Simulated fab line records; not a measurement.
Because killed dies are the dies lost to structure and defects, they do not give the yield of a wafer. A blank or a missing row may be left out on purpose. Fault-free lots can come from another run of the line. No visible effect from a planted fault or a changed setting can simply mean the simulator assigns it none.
Chamber matching :: flow n5Finfet :: rieDiel-05 running N5_BEOL_M1_ETCHBACK_99: 4 sister chambers
The step etches SiO2 in CHF3, target depth 5 nm, time 10.4 s. 4 wafers are shown with their chamber, then 9 later ones without.

## EACH WAFER AND ITS CHAMBER
wafer: L091.4
chamber: 3
showerheadPlenumPTorr (Torr): 2.13

wafer: L092.4
chamber: 2
showerheadPlenumPTorr (Torr): 2.26

wafer: L092.5
chamber: 1
showerheadPlenumPTorr (Torr): 2.27

wafer: L092.6
chamber: 0
showerheadPlenumPTorr (Torr): 2.09

## WAFERS WHOSE CHAMBER IS MISSING
wafer: L093.1
showerheadPlenumPTorr (Torr): 2.26

wafer: L093.4
showerheadPlenumPTorr (Torr): 2.27

wafer: L093.6
showerheadPlenumPTorr (Torr): 2.27

wafer: L096.1
showerheadPlenumPTorr (Torr): 2.27

wafer: L096.3
showerheadPlenumPTorr (Torr): 2.09

wafer: L096.4
showerheadPlenumPTorr (Torr): 2.09

wafer: L097.1
showerheadPlenumPTorr (Torr): 2.09

wafer: L097.3
showerheadPlenumPTorr (Torr): 2.12

wafer: L097.6
showerheadPlenumPTorr (Torr): 2.12

## WHICH CHAMBER EACH WENT THROUGH
wafer: L093.1
from the rows above: 2
in truth: 2

wafer: L093.4
from the rows above: 1
in truth: 1

wafer: L093.6
from the rows above: 1
in truth: 1

wafer: L096.1
from the rows above: 1
in truth: 1

wafer: L096.3
from the rows above: 0
in truth: 0

wafer: L096.4
from the rows above: 0
in truth: 0

wafer: L097.1
from the rows above: 0
in truth: 0

wafer: L097.3
from the rows above: 3
in truth: 3

wafer: L097.6
from the rows above: 3
in truth: 3
Correct placement for 9 of the 9. Not placeable from these rows: 0. 0 placed wrongly.
How it was worked out, from the rows above alone: a wafer's distance from a chamber is the root of the sum, over the readings, of the square of ((its reading less the chamber's mean) divided by the reading's scatter). The wafer belongs to the nearest chamber; if the next one is less than 2 further off, it can't be placed. The mean given for a chamber averages the wafers shown for that chamber. The scatter: with one shown wafer a chamber, the root of the mean of the squares of how far each hidden wafer lies from its nearest shown one.
